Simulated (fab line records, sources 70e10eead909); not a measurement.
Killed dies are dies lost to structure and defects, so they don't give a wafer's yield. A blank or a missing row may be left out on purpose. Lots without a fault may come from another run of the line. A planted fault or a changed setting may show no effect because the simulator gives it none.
Which tool did it? | flow nand_harc | 14 lots, 42 wafers sampled, at 6 steps of a route of 1302

WHAT THE GAUGES READ, wafer by wafer
NHARC_A_ONON_D2_THK_MEAS_05: measures by ellipsometry.
lot  | measured     | on            | thk_nm (nm)
L135 | day 12 23:41 | film_metro-02 | 1004 1002 1002
L136 | day 13 11:17 | film_metro-02 | 1021 1021 1022
L141 | day 15 05:25 | film_metro-01 | 989 988 989
L142 | day 15 17:00 | film_metro-02 | 1003 1006 1006
L148 | day 17 04:24 | film_metro-01 | 1001 1003 1004
L147 | day 17 15:25 | film_metro-01 | 993 993 991
L150 | day 18 06:35 | film_metro-02 | 1002 1001 1002
L149 | day 18 06:36 | film_metro-01 | 993 992 993
L151 | day 19 02:26 | film_metro-01 | 989 990 988
L152 | day 19 14:11 | film_metro-01 | 992 991 993
L154 | day 20 15:46 | film_metro-02 | 986 985 986
L155 | day 21 05:50 | film_metro-01 | 998 1000 999
L157 | day 21 13:02 | film_metro-01 | 1018 1017 1018
L158 | day 21 12:41 | film_metro-01 | 1000 1003 1002

NHARC_A_ONON_D2_THK_MEAS_11: measures by ellipsometry.
lot  | measured     | on            | thk_nm (nm)
L135 | day 13 00:48 | film_metro-02 | 1009 1010 1009
L136 | day 13 12:26 | film_metro-02 | 999 1000 1002
L141 | day 15 06:33 | film_metro-02 | 1613 1614 1615
L142 | day 15 18:08 | film_metro-01 | 1636 1636 1635
L148 | day 17 05:32 | film_metro-01 | 1014 1015 1015
L147 | day 17 16:32 | film_metro-02 | 1016 1013 1014
L150 | day 18 07:44 | film_metro-01 | 1010 1012 1010
L149 | day 18 07:46 | film_metro-01 | 1004 1006 1005
L151 | day 19 03:34 | film_metro-02 | 1002 1002 1003
L152 | day 19 15:20 | film_metro-02 | 1003 1003 1003
L154 | day 20 16:54 | film_metro-02 | 991 989 990
L155 | day 21 06:58 | film_metro-01 | 991 990 993
L157 | day 21 14:26 | film_metro-02 | 994 993 996
L158 | day 21 13:57 | film_metro-02 | 1002 1002 1004

NHARC_END_SORT_01.
lot  | measured     | on        | killed_at_array | killed_at_other | killed_at_periphery | killed_dies | killed_open | killed_short
L141 | day 27 13:29 | prober-01 | 675 676 674     | 0 0 0           | 2 1 3               | 677 677 677 | 3 1 3       | 2 1 4
L142 | day 27 21:18 | prober-02 | 668 670 673     | 0 0 0           | 9 7 4               | 677 677 677 | 6 4 2       | 1 4 1
L147 | day 29 06:05 | prober-01 | 103 93 85       | 1 0 0           | 1 0 3               | 105 93 88   | 1 2 5       | 1 1 2

WHICH TOOL RAN EACH LOT (tool, then ch and the chambers of the sampled wafers, then the start)
lot  | NHARC_A_DECK1_JOINT_CMP_13    | NHARC_A_ONON_D2_DEP_09           | NHARC_A_CHANNEL_HOLE_D2_DEP_00
L135 | cmp-02 ch 0,1,2, day 11 20:46 | pecvd_onon-04 ch 0, day 13 00:21 | acl_dep-02 ch 0, day 13 12:40
L136 | cmp-04 ch 0,2, day 12 09:50   | pecvd_onon-02 ch 0, day 13 11:55 | acl_dep-02 ch 0, day 14 02:11
L141 | cmp-04 ch 0,1,3, day 14 02:19 | pecvd_onon-02 ch 0, day 15 06:03 | -
L142 | cmp-01 ch 0,1, day 14 10:45   | pecvd_onon-02 ch 0, day 15 17:37 | -
L148 | cmp-02 ch 0,3, day 16 04:32   | pecvd_onon-04 ch 0, day 17 05:05 | acl_dep-02 ch 0, day 17 23:16
L147 | cmp-01 ch 1,2,3, day 16 15:31 | pecvd_onon-01 ch 0, day 17 16:02 | acl_dep-02 ch 0, day 18 06:49
L150 | cmp-02 ch 0,1,2, day 17 05:07 | pecvd_onon-04 ch 0, day 18 07:17 | acl_dep-03 ch 0, day 18 18:59
L149 | cmp-01 ch 1,2,3, day 17 05:08 | pecvd_onon-01 ch 0, day 18 07:19 | acl_dep-01 ch 0, day 18 18:52
L151 | cmp-01 ch 1,2,3, day 18 01:00 | pecvd_onon-01 ch 0, day 19 03:11 | acl_dep-03 ch 0, day 19 17:34
L152 | cmp-02 ch 0,3, day 18 13:25   | pecvd_onon-02 ch 0, day 19 14:53 | acl_dep-01 ch 0, day 20 02:57
L154 | cmp-04 ch 0,2,3, day 19 12:44 | pecvd_onon-01 ch 0, day 20 16:23 | acl_dep-01 ch 0, day 21 08:13
L155 | cmp-01 ch 0,1,2, day 20 05:26 | pecvd_onon-02 ch 0, day 21 06:31 | acl_dep-01 ch 0, day 21 17:20
L157 | cmp-04 ch 0,3, day 20 12:25   | pecvd_onon-01 ch 0, day 21 13:55 | acl_dep-02 ch 0, day 22 02:31
L158 | cmp-01 ch 0,1,3, day 20 12:26 | pecvd_onon-02 ch 0, day 21 13:30 | acl_dep-01 ch 0, day 22 04:31
- NHARC_A_DECK1_JOINT_CMP_13: polishes, target thk 51.023 nm.
- NHARC_A_ONON_D2_DEP_09: target thk 1000 nm.
- NHARC_A_CHANNEL_HOLE_D2_DEP_00: deposits aC, target thk 3100 nm.

WHAT THE TOOLS THEMSELVES READ (means of the sampled wafers that have a number; where no wafer has one, the mark that the record gives instead)
NHARC_A_DECK1_JOINT_CMP_13.
lot  | tool   | motor_current_A (A) | time_to_endpoint_s (s)
L135 | cmp-02 | 11.7                | 8.8
L136 | cmp-04 | 12.3                | 12.7
L141 | cmp-04 | 12.1                | 11.1
L142 | cmp-01 | 11.5                | 8.6
L148 | cmp-02 | 12.6                | 5.4
L147 | cmp-01 | 11.1                | 10.8
L150 | cmp-02 | 11.7                | 7.4
L149 | cmp-01 | 11.4                | 8.5
L151 | cmp-01 | 11.3                | 8.1
L152 | cmp-02 | 12.0                | 3.8
L154 | cmp-04 | 12.7                | 10.1
L155 | cmp-01 | 11.3                | 11.5
L157 | cmp-04 | 12.6                | 7.6
L158 | cmp-01 | 11.9                | 8.9

NHARC_A_CHANNEL_HOLE_D2_DEP_00.
lot  | tool       | throttle_valve_pct (%)
L135 | acl_dep-02 | 35.003
L136 | acl_dep-02 | 35.003
L148 | acl_dep-02 | 35.009
L147 | acl_dep-02 | 34.998
L150 | acl_dep-03 | 34.994
L149 | acl_dep-01 | 35.001
L151 | acl_dep-03 | 34.997
L152 | acl_dep-01 | 34.993
L154 | acl_dep-01 | 35.003
L155 | acl_dep-01 | 35.009
L157 | acl_dep-02 | 35.005
L158 | acl_dep-01 | 35.004

THE ANSWER, worked out from the rows above alone
Rule: what is usual is taken from the lots themselves. Put in order of their means at a reading, lots are off if they are a third of the lots or fewer, leave a main group of 4 or more, and stand apart from it by a gap of 3 or more times the standard deviation of the main group's means; of several such gaps the widest counts. A main group whose means are all the same, to the digits that the tables above print for the reading, isn't used. A lot without any number at a reading at which 4 lots or more have one is off too. The other lots that the step has rows for count as sound. The gauges are gone through in route order, then the tools' own readings, and for those a lot's mean is taken as printed above. The first step at which some lot is off is used, and at that step the reading that is off furthest; a lot without a number counts as furthest.
Off: L141, L142, at NHARC_A_ONON_D2_THK_MEAS_11 (thk_nm). The main group: mean 1003 nm, standard deviation 7.9.
A tool fits if, at a process step before that reading, it ran every lot that is off, and no sound lot after the first of them. The gauges at NHARC_A_ONON_D2_THK_MEAS_11 are tried like those tools. None of those tried fits.

WHAT THE SIMULATOR HAD PUT IN
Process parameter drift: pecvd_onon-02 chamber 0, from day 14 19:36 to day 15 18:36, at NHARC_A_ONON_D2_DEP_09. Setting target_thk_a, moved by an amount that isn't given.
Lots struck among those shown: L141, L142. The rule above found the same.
